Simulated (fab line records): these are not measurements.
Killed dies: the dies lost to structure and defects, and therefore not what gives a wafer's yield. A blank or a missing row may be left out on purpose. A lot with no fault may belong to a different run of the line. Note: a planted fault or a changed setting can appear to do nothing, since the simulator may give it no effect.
Split-lot trial ; flow n5Finfet ; on a route of 1938 steps: 7 lots, 21 wafers read

## ABOUT THE SPLIT
At N5_BEOL_M8_TRENCH_ETCH_37 (etches SiCOH lowk in C4F6/O2, target depth 93.478 nm, time 31.2 s), the setting sourceW was moved away from the recipe's 345 W on 12 of the 21 wafers read, by -17.8% to +6.3%. All remaining wafers had this setting at the recipe value.

## FROM THE SPLIT TO THE READING: what the file shows between them, 7 steps
- N5_BEOL_M8_ETCH_41: etches SiCN in CH3F/O2, target depth 31.9 nm, time 57.8 s
- N5_BEOL_M8_STRIP_80: strips in N2/H2, time 10 s
- N5_BEOL_M8_OCD_MEAS_38
- N5_BEOL_M8_HM_STRIP_39: strips TiN in peroxide tin strip, target depth 25 nm, time 158 s
- N5_BEOL_M8_SRD_40: time 30 s
- N5_BEOL_M8_PRE_CLEAN_55: time 15 s
- N5_BEOL_M8_DEP_56: deposits SiCN from 3MS/NH3, target thk 10 nm, time 17.5 s

## THE READING
At N5_BEOL_M8_RS_MEAS_57, a four-point-probe measurement gives M8_RS in ohm/sq. On this fab line, fault-free wafers typically give 0.288 ohm/sq with a standard deviation of 0.0068 ohm/sq.

wafer;tool, chamber at the split;sourceW as run, W;against the recipe;M8_RS, ohm/sq;against lot-mates on the recipe
L074.1;rieDiel-06, 3;345;recipe;0.291;-
L074.2;rieDiel-06, 2;307.9;-10.8%;0.306;+0.015
L074.4;rieDiel-06, 1;307.9;-10.8%;0.306;+0.015
L076.4;rieDiel-01, 2;366.7;+6.3%;0.278;-0.016
L076.5;rieDiel-01, 2;345;recipe;0.294;-
L076.6;rieDiel-01, 1;366.7;+6.3%;0.277;-0.017
L078.2;rieDiel-02, 2;365.5;+5.9%;0.281;no lot-mate on the recipe
L078.4;rieDiel-02, 0;365.5;+5.9%;0.267;no lot-mate on the recipe
L078.6;rieDiel-02, 3;365.5;+5.9%;0.270;no lot-mate on the recipe
L084.2;rieDiel-01, 1;345;recipe;0.282;-
L084.5;rieDiel-01, 0;345;recipe;0.293;-
L084.6;rieDiel-01, 1;345;recipe;0.284;-
L087.1;rieDiel-01, 0;285.9;-17.1%;0.331;+0.021
L087.5;rieDiel-01, 0;345;recipe;0.310;-
L087.6;rieDiel-01, 3;285.9;-17.1%;0.321;+0.011
L090.1;rieDiel-06, 1;345;recipe;0.293;-
L090.3;rieDiel-06, 0;345;recipe;0.289;-
L090.6;rieDiel-06, 3;312.4;-9.4%;0.303;+0.012
L095.2;rieDiel-06, 0;283.7;-17.8%;0.321;+0.030
L095.4;rieDiel-06, 3;345;recipe;0.291;-
L095.6;rieDiel-06, 0;283.7;-17.8%;0.320;+0.029

FIT RESULTS
A straight line over all 21 wafers: M8_RS changes by -0.00192 ohm/sq for each +1% of sourceW; r = -0.93; the points scatter about the line by 0.0069 ohm/sq.
The same after taking each lot's own level away (the mean of its wafers on the recipe; 18 wafers): -0.00148 ohm/sq for each +1%; r = -0.93; scatter 0.0049 ohm/sq.
The reading moves by 0.026 ohm/sq for the largest change in sourceW, on that fit.
From 0.2863 to 0.3100 ohm/sq: that is the span of the lots' own levels, equal to 3.5 times the standard deviation above.
In other words, the slope is changed by the lot-to-lot level; the two fits disagree.
Check: +0.0232 ohm/sq against its lot-mates is what the line predicts for one of the wafers moved furthest among these (-17.8%) when that wafer is left out of the fit. Against them it came out at +0.03 ohm/sq.
Tool readings at the split's step, against how far the setting was moved: rfVppV r = -0.98.

## FURTHER SPLITS ON THESE WAFERS
Other splits were also applied to these wafers ahead of the reading. Each is held against what the fit with the lots' levels taken away leaves over:
other split on the same wafers;wafers away from the commonest value;r with M8_RS (lot level and that fit taken away)
N5_BEOL_M5_COAT_65 spinRpm;7;-0.37
N5_BEOL_M6_COAT_22 spinRpm;7;+0.13
N5_BEOL_M6_EXPOSE_25 doseMj;9;+0.07
N5_BEOL_M7_PECVD_70 tempC;8;-0.19
N5_BEOL_M7_VIA_ETCH_34 sourceW;7;+0.16
N5_BEOL_M7_ETCH_41 sourceW;3;+0.17

## THE WHOLE CHAIN: every reading that the file lists as answering this split, in the file's order
step;what it does;reading;change (the file's fit);r (the file's)
N5_BEOL_M8_TRENCH_ETCH_37;etches SiCOH lowk in C4F6/O2, target depth 93.478 nm, time 31.2 s;rfVppV;-3.99 V for each +1% of the setting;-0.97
N5_BEOL_M8_TRENCH_ETCH_37;etches SiCOH lowk in C4F6/O2, target depth 93.478 nm, time 31.2 s;etch.depthNm (the simulator's own value, which no gauge read);+0.316 nm for each +1% of the setting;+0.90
N5_BEOL_M8_TRENCH_ETCH_37;etches SiCOH lowk in C4F6/O2, target depth 93.478 nm, time 31.2 s;BEOL_M8.featureDepthNm (the simulator's own value, which no gauge read);+0.318 nm for each +1% of the setting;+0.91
N5_BEOL_M8_OCD_MEAS_38;;trenchDepthNm;+0.343 nm for each +1% of the setting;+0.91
N5_BEOL_M8_RS_MEAS_57;measures by four-point-probe;M8_RS;-0.0014 for each +1% of the setting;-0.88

## THE FILE'S OWN FIT
M8_RS changes by -0.0014 ohm/sq for each +1% of sourceW, r = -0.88.
